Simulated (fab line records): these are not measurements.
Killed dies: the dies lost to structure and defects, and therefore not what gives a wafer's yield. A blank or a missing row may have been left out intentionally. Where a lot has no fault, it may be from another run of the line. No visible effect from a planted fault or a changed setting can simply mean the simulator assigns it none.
Matching of chambers    flow n5 finfet    4 sister chambers for N5_FIN_SAQP_MANDREL_ETCH_22 on rie si-03
The step etches a-Si in HBr/Cl2, stops on SiNx, target depth 60 nm, bt time 10 s, time 30 s. 24 wafers are shown with their chamber, then 12 later ones without.

WAFERS PAIRED WITH THEIR CHAMBERS
wafer   chamber  throttle valve pct (%)  oes product au (a.u.)  rf fwd power W (W)
L075.1  3        35.26                   0.753                  792.1
L075.3  1        35.61                   0.783                  795.4
L075.4  0        35.03                   0.781                  793.8
L077.2  3        35.24                   0.765                  795.5
L077.5  0        35.03                   0.773                  798.1
L077.6  3        35.23                   0.771                  796.2
L078.1  2        35.00                   0.784                  796.8
L078.5  3        35.24                   0.774                  799.7
L078.6  2        35.01                   0.789                  797.0
L079.1  2        34.98                   0.802                  795.6
L079.3  1        35.58                   0.778                  798.5
L079.4  3        35.22                   0.784                  801.3
L080.3  3        35.27                   0.760                  797.0
L080.4  1        35.59                   0.790                  802.5
L080.5  1        35.59                   0.784                  799.4
L081.1  3        35.26                   0.752                  795.8
L081.5  2        35.01                   0.791                  796.3
L081.6  3        35.26                   0.768                  794.0
L082.3  2        35.03                   0.775                  800.3
L082.4  3        35.23                   0.774                  796.8
L082.6  0        35.02                   0.774                  792.0
L089.1  2        35.01                   0.784                  797.1
L089.3  0        35.04                   0.766                  797.3
L089.4  3        35.23                   0.766                  796.3

SIGNATURES, as means of the wafers listed above
reading             chamber 0  chamber 1  chamber 2  chamber 3  scatter within a chamber
throttle valve pct  35.0300    35.5925    35.0067    35.2440    0.0152
oes product au      0.77350    0.78375    0.78750    0.76670    0.00857
rf fwd power W      795.300    798.950    797.183    796.470    2.5
Rule: distance of a wafer from a chamber = root of the sum over the readings of ((wafer's reading minus chamber's mean) / reading's scatter) squared. The wafer belongs to the nearest chamber; if the next one is less than 2 further off, it can't be placed. The scatter: the root of (the sum of the squares of (reading less its chamber's mean) over the shown wafers, divided by (wafers less chambers)).

WAFERS WHOSE CHAMBER IS MISSING
wafer   throttle valve pct (%)  oes product au (a.u.)  rf fwd power W (W)
L095.1  35.01                   0.801                  796.3
L095.3  35.27                   0.768                  797.9
L095.4  35.59                   0.780                  791.7
L096.1  35.23                   0.760                  795.8
L096.2  35.04                   0.763                  800.6
L096.3  35.61                   0.774                  798.0
L096.4  34.98                   0.796                  797.6
L096.5  35.58                   0.794                  798.1
L096.6  35.02                   0.779                  797.3
L097.3  35.27                   0.762                  797.4
L097.4  34.99                   0.790                  792.7
L097.6  35.57                   0.795                  798.5

THE CHAMBER EACH PASSED THROUGH
wafer   from the rows above      in truth
L095.1  can't be placed: 2 or 0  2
L095.3  3                        3
L095.4  1                        1
L096.1  3                        3
L096.2  can't be placed: 0 or 2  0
L096.3  1                        1
L096.4  2                        2
L096.5  1                        1
L096.6  can't be placed: 0 or 2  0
L097.3  3                        3
L097.4  can't be placed: 2 or 0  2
L097.6  1                        1
Placed correctly: 8 of 12. From these rows, 4 cannot be placed; in 4 the true chamber is one of the candidates. Wrongly placed: 0.
